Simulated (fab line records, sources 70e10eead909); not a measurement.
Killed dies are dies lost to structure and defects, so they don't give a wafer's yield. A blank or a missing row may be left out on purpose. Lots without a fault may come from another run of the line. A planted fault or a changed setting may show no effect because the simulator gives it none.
A struck lot beside a sound one | flow nand_harc | 14 steps out of a route of 1302
Sound: wafers L275.4, L275.5, L275.6. Struck: wafers L290.2, L290.5. (L290.6 of the same lot was not struck and is left out.) The cause comes at the end.
At each step with rows: each side's tool, then ch and its chambers, then its first start. Under that, the readings that differ: sound wafers | struck wafers | difference of the means | sigmas: that difference in standard deviations of wafers without a fault.
alike: readings whose means differ by less than 2 such deviations, and words and numbers that are the same on both sides. not compared: withheld readings, readings that some wafer has no value for, bounds like >300 that may hide the same value, and numbers for which the record gives no deviation and whose values overlap.
The two part at a step that has a row with sigmas, a row that says differs or no value, or rows on one side only. Numbers that don't overlap but have no deviation are shown without sigmas and don't part them. A reading that every wafer of one side lacks parts them only if that side has two wafers or more.

first, 1 step without rows for these wafers: NHARC_P_GATE_STRIP_96 (strips in SPM, time 900 s).
NHARC_P_GATE_RTA_64: time 1 s.
  sound on rtp_anneal-02 ch 0, day 6 14:18; struck on rtp_anneal-01 ch 0, day 13 00:29
  alike: anneal_temp_c_max, lamp_power_pct, wafer_temp_C_max
then, 1 step without rows for these wafers: NHARC_P_GATE_ETCH_77 (etches SiO2 in dHF, target depth 6 nm).
NHARC_P_GATE_DEGAS_109: time 60 s.
  sound on pvd_sputter-03, day 6 14:32; struck on pvd_sputter-03, day 13 00:46
  alike: heater_power_w
then, 5 steps without rows for these wafers: NHARC_P_GATE_PRE_CLEAN_110 (time 30 s); NHARC_P_GATE_SPUTTER_78 (material Ni, target thk 10 nm); NHARC_P_GATE_SPUTTER_79 (material TiN, target thk 10 nm); NHARC_P_GATE_RTA_80 (time 30 s); NHARC_P_GATE_STRIP_67 (strips in SPM, time 600 s).
NHARC_P_GATE_RTA_82: time 30 s.
  sound on rtp_anneal-01 ch 0, day 6 15:22; struck on rtp_anneal-01 ch 0, day 13 01:34
  reading          | sound             | struck      | difference | sigmas
  wafer_temp_C_max | 451.7 451.7 452.7 | 452.6 453.6 | +1.1       | +2
  alike: anneal_temp_c_max, lamp_power_pct
NHARC_P_GATE_INSPECT_68:
  sound on defect_inspect-01, day 6 15:31; struck on defect_inspect-01, day 13 01:44
  alike: raw_defect_count
NHARC_P_CONTACT_DEP_30: deposits SiNx, target thk 30 nm.
  sound on pecvd-04 ch 0,1,2, day 6 15:41; struck on pecvd-03 ch 1, day 13 01:52
  alike: heater_power_w, rf_fwd_power_W
  not compared: since_wet_clean_h
NHARC_P_CONTACT_DEP_00: deposits SiO2, target thk 500 nm.
  sound on pecvd-04 ch 0,1,2, day 6 15:56; struck on pecvd-03 ch 1, day 13 02:07
  reading                   | sound             | struck    | difference | sigmas
  mfc_precursor_sccm (sccm) | 161.5 160.9 161.9 | 58.8 59.3 | -102.4     | -99 or more
  throttle_valve_pct (%)    | 15.7 15.8 15.8    | 14.4 14.1 | -1.5       | -4
  alike: heater_power_w, rf_fwd_power_W, showerhead_vpp_V
  not compared: since_wet_clean_h
NHARC_P_CONTACT_CMP_01: polishes SiO2, target thk 200 nm.
  sound on cmp-01 ch 0,1,2, day 6 16:20; struck on cmp-04 ch 0,1, day 13 02:30
  alike: motor_current_A

WHERE THEY PART
First at NHARC_P_GATE_RTA_82; last, within this record, at NHARC_P_CONTACT_DEP_00. Later steps at which nothing parts them and some readings are alike: NHARC_P_CONTACT_CMP_01.

WHY: what the simulator had put in
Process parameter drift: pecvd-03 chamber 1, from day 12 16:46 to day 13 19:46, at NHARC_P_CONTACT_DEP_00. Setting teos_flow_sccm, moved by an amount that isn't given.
